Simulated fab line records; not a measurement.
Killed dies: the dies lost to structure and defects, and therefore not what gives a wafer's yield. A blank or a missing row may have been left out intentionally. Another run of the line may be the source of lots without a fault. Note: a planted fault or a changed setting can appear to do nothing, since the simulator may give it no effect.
Matching of chambers || flow nandHarc || 4 sister chambers for NHARC_A_WL_FILL_ALD_00 on aldHk-03
The step deposits Al2O3, target thk 3 nm, pulse time 3 s, ald cycles 30. 4 wafers are shown with their chamber, then 12 later ones without.

## EACH WAFER AND ITS CHAMBER
{"wafer": "L081.4", "chamber": 1, "heaterPowerW (W)": 392}
{"wafer": "L088.1", "chamber": 3, "heaterPowerW (W)": 461}
{"wafer": "L088.2", "chamber": 0, "heaterPowerW (W)": 506}
{"wafer": "L088.3", "chamber": 2, "heaterPowerW (W)": 509}

## WAFERS WITHOUT THEIR CHAMBER
{"wafer": "L088.4", "heaterPowerW (W)": 376}
{"wafer": "L088.5", "heaterPowerW (W)": 525}
{"wafer": "L088.6", "heaterPowerW (W)": 371}
{"wafer": "L091.1", "heaterPowerW (W)": 452}
{"wafer": "L091.4", "heaterPowerW (W)": 509}
{"wafer": "L091.6", "heaterPowerW (W)": 509}
{"wafer": "L096.1", "heaterPowerW (W)": 460}
{"wafer": "L096.4", "heaterPowerW (W)": 513}
{"wafer": "L096.5", "heaterPowerW (W)": 527}
{"wafer": "L097.1", "heaterPowerW (W)": 517}
{"wafer": "L097.3", "heaterPowerW (W)": 465}
{"wafer": "L097.5", "heaterPowerW (W)": 505}

## WHICH CHAMBER EACH ONE RAN IN
{"wafer": "L088.4", "from the rows above": 1, "in truth": 1}
{"wafer": "L088.5", "from the rows above": "can't be placed: 2 or 0", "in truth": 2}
{"wafer": "L088.6", "from the rows above": 1, "in truth": 1}
{"wafer": "L091.1", "from the rows above": 3, "in truth": 3}
{"wafer": "L091.4", "from the rows above": "can't be placed: 2 or 0", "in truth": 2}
{"wafer": "L091.6", "from the rows above": "can't be placed: 2 or 0", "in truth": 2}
{"wafer": "L096.1", "from the rows above": 3, "in truth": 3}
{"wafer": "L096.4", "from the rows above": "can't be placed: 2 or 0", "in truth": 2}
{"wafer": "L096.5", "from the rows above": "can't be placed: 2 or 0", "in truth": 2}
{"wafer": "L097.1", "from the rows above": "can't be placed: 2 or 0", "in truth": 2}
{"wafer": "L097.3", "from the rows above": 3, "in truth": 3}
{"wafer": "L097.5", "from the rows above": "can't be placed: 0 or 2", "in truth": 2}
Correct placement for 5 of the 12. Not placeable from these rows: 7 (in 7, the candidates include the true chamber). Placed wrongly: 0.
How it was worked out, from the rows above alone: a wafer's distance from a chamber is the root of the sum, over the readings, of the square of ((its reading less the chamber's mean) divided by the reading's scatter). The wafer belongs to the nearest chamber; if the next one is less than 2 further off, it can't be placed. A chamber's mean is the mean of its shown wafers. The scatter: with one shown wafer a chamber, the root of the mean of the squares of how far each hidden wafer lies from its nearest shown one.
